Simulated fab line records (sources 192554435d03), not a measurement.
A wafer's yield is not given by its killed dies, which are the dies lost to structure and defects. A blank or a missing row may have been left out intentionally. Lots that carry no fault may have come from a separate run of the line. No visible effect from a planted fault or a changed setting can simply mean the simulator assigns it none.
Problem report in the 8D (eight disciplines) form, filled by code / flow n5-finfet / the parts of the form that need people (team, actions taken, sign-off) are left out

1. PROBLEM STATEMENT
Mean of susceptor-temp-C at N5_BEOL_M9_DEGAS_44: 242.64 C over 2 wafers from 1 lot, against 250.01 C (standard deviation 0.17) on wafers with no fault. Relative to the usual mean, that is a shift of -43 standard deviations.
The step: time 60 s.
The first sign was on wafer L253.1 at day 13 12:32, on pvd-sputter-03. At this step, 15 wafers from 5 lots have a number in the record. By rule, "out" or "out of limits" means more than 4 standard deviations away from the usual mean. All remaining wafers that have a number are taken as sound.

2. WHAT THIS IS AND IS NOT
question=which readings at this step | is=susceptor-temp-C | is not=heater-power-w
question=which lots | is=L253 | is not=L250, L252, L254, L265
question=which wafers of those lots | is=L253.1, L253.6 | is not=L253.4
question=read on which tools | is=pvd-sputter-03 | is not=pvd-sputter-02
question=when | is=from day 13 12:32 | is not=up to then (7 sound wafers); but 6 sound wafers of L254, L265 came after

3. THE SUSPECTS, EACH WITH WHAT RULES IT OUT
Counting: if a tool at a process step up to the reading ran every lot that is out, it stays a suspect. Sound lots after the first of them don't rule it out here, since some wafers of a struck lot are sound.
- rie-diel-02 at N5_BEOL_M9_STRIP_36 (strips in N2/H2): kept. The lot that is out, L253, ran on it at day 13 11:34; the last sound lot it ran before that was L252, at day 13 10:53.
- rie-diel-02 at N5_BEOL_M9_TRENCH_ETCH_37 (etches SiCOH lowk in C4F6/O2, target depth 151.43 nm, time 49 s): kept. The lot that is out, L253, ran on it at day 13 11:47; the last sound lot it ran before that was L252, at day 13 11:06. With no start given for some of its lots, N5_BEOL_M9_TRENCH_ETCH_37 uses the hours and lot order of N5_BEOL_M9_OCD_MEAS_38.
- rie-diel-02 at N5_BEOL_M9_ETCH_41 (etches SiCN in CH3F/O2, target depth 36.6 nm, time 70.1 s): kept. The lot that is out, L253, ran on it at day 13 11:47; the last sound lot it ran before that was L252, at day 13 11:06. With no start given for some of its lots, N5_BEOL_M9_ETCH_41 uses the hours and lot order of N5_BEOL_M9_OCD_MEAS_38.
- rie-diel-02 at N5_BEOL_M9_STRIP_80 (strips in N2/H2, time 10 s): kept. The lot that is out, L253, ran on it at day 13 11:47; the last sound lot it ran before that was L252, at day 13 11:06. With no start given for some of its lots, N5_BEOL_M9_STRIP_80 uses the hours and lot order of N5_BEOL_M9_OCD_MEAS_38.
- pvd-sputter-03 at N5_BEOL_M9_DEGAS_44 (time 60 s): kept. The lot that is out, L253, ran on it at day 13 12:32; the last sound lot it ran before that was L252, at day 13 11:44. Its own susceptor-temp-C readings are out on those wafers.
- Within rie-diel-02 at N5_BEOL_M9_STRIP_36: the wafers that are out ran in chamber 0; their sound lot-mates ran in chamber 2.
- Within rie-diel-02 at N5_BEOL_M9_TRENCH_ETCH_37: the wafers that are out ran in chamber 0; their sound lot-mates ran in chamber 2.
- Within rie-diel-02 at N5_BEOL_M9_ETCH_41: the wafers that are out ran in chamber 0; their sound lot-mates ran in chamber 2.
- Within rie-diel-02 at N5_BEOL_M9_STRIP_80: the wafers that are out ran in chamber 0; their sound lot-mates ran in chamber 2.
Left after counting: rie-diel-02 at N5_BEOL_M9_STRIP_36, rie-diel-02 at N5_BEOL_M9_TRENCH_ETCH_37, rie-diel-02 at N5_BEOL_M9_ETCH_41, rie-diel-02 at N5_BEOL_M9_STRIP_80, pvd-sputter-03 at N5_BEOL_M9_DEGAS_44.

4. THE CAUSE (what the simulator had put in)
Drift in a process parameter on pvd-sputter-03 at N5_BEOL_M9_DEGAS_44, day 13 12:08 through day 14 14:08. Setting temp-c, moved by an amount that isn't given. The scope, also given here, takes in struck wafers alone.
This tool is one of the 5 suspects left after counting.

5. THE CHAIN OF EFFECTS, in route order
Each row: a reading where the mean over the struck wafers with a number is more than 3 standard deviations away from the usual. Readings are gone through only where the record gives a usual standard deviation; hours: the median, over the lots, of the time from a lot's start at the first step in this table giving one to that lot's start at this step; sigmas: the change measured in usual standard deviations.
hours=0; step=N5_BEOL_M9_DEGAS_44; reading=susceptor-temp-C; usual=250.01 C; on struck wafers=242.64; change=-7.37; sigmas=-43
Its process steps:
- N5_BEOL_M9_DEGAS_44: time 60 s.

6. HOW IT WOULD HAVE BEEN CAUGHT EARLIER
First out-of-limits reading in this record: day 13 12:32, which is 0 hours after fault onset at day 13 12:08.
